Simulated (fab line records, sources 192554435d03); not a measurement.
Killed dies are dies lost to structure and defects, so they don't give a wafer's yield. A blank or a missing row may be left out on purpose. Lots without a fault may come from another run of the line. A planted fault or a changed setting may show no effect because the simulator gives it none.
Problem report in the 8D (eight disciplines) form, filled by code | flow n5_finfet | the parts of the form that need people (team, actions taken, sign-off) are left out

1. THE PROBLEM
etch_rf_on_time_s at N5_BEOL_M5_ETCH_61 reads a mean of 19.8 s on 2 wafers of 1 lot; wafers without a fault read 26.0 s with a standard deviation of 0.78. That is -8.0 standard deviations from the usual mean.
The step: etches SiARC in CF4, target depth 15.6 nm, time 26 s.
First seen on wafer L971.1, day 13 07:28, on rie_diel-01. The record holds 30 wafers of 11 lots with a number at this step. Rule for "out", or "out of limits": more than 4 standard deviations from the usual mean. The other wafers with a number count as sound.

2. WHAT IT IS AND WHAT IT IS NOT
question                    | is                | is not
which readings at this step | etch_rf_on_time_s | drypump_motor_current_A, oes_product_au, rf_vpp_V, showerhead_plenum_p_Torr, throttle_valve_pct
which lots                  | L971              | L954, L956, L957, L958, L959, L962, L963, L965, L966, L967
which wafers of those lots  | L971.1, L971.4    | L971.6
read on which tools         | rie_diel-01       | rie_diel-03
when                        | from day 13 07:28 | up to then (28 sound wafers)

3. SUSPECTS, AND WHAT RULES EACH OUT
Counting: a tool at a process step up to the reading stays a suspect if it ran every lot that is out. Sound lots after the first of them don't rule it out here, since some wafers of a struck lot are sound.
- cvd_co-02 at N5_BEOL_M4_PRE_CLEAN_60 (time 15 s): kept. It ran the lot that is out, L971 (day 13 03:34); its last sound lot up to then is L966 (day 12 16:46).
- rie_diel-01 at N5_BEOL_M5_ETCH_72 (etches underlayer in N2/H2, target depth 6.5 nm, time 5.2 s): kept. It ran the lot that is out, L971 (day 13 07:27); its last sound lot up to then is L966 (day 12 20:22).
- rie_diel-01 at N5_BEOL_M5_ETCH_61 (etches SiARC in CF4, target depth 15.6 nm, time 26 s): kept. It ran the lot that is out, L971 (day 13 07:28); its last sound lot up to then is L966 (day 12 20:23). Its own readings are out on those wafers: etch_rf_on_time_s.
- Within rie_diel-01 at N5_BEOL_M5_ETCH_72: the wafers that are out ran in chambers 1, 2; their sound lot-mates ran in chamber 0.
- Within rie_diel-01 at N5_BEOL_M5_ETCH_61: the wafers that are out ran in chambers 1, 2; their sound lot-mates ran in chamber 0.
Left after counting: cvd_co-02 at N5_BEOL_M4_PRE_CLEAN_60, rie_diel-01 at N5_BEOL_M5_ETCH_72, rie_diel-01 at N5_BEOL_M5_ETCH_61.

4. THE CAUSE (what the simulator had put in)
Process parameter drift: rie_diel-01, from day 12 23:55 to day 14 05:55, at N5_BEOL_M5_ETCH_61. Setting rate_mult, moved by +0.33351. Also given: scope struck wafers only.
Counting left 3 suspects, and this tool is among them.

5. THE CHAIN OF EFFECTS, in route order
Each row: a reading whose mean over the struck wafers that have a number lies more than 3 standard deviations from the usual. Only readings for which the record gives a usual standard deviation are gone through. hours: the time from each lot's start at the first step in this table that gives one to its start at this step, as a median over the lots. sigmas: the change in usual standard deviations.
hours | step               | reading           | usual  | on struck wafers | change | sigmas
0     | N5_BEOL_M5_ETCH_61 | etch_rf_on_time_s | 26.0 s | 19.8             | -6.2   | -8.0
The process steps in it:
- N5_BEOL_M5_ETCH_61: etches SiARC in CF4, target depth 15.6 nm, time 26 s.

6. WHAT WOULD HAVE CAUGHT IT SOONER
In this record the first reading out of limits was taken at day 13 07:28, 8 hours after the fault began at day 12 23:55.
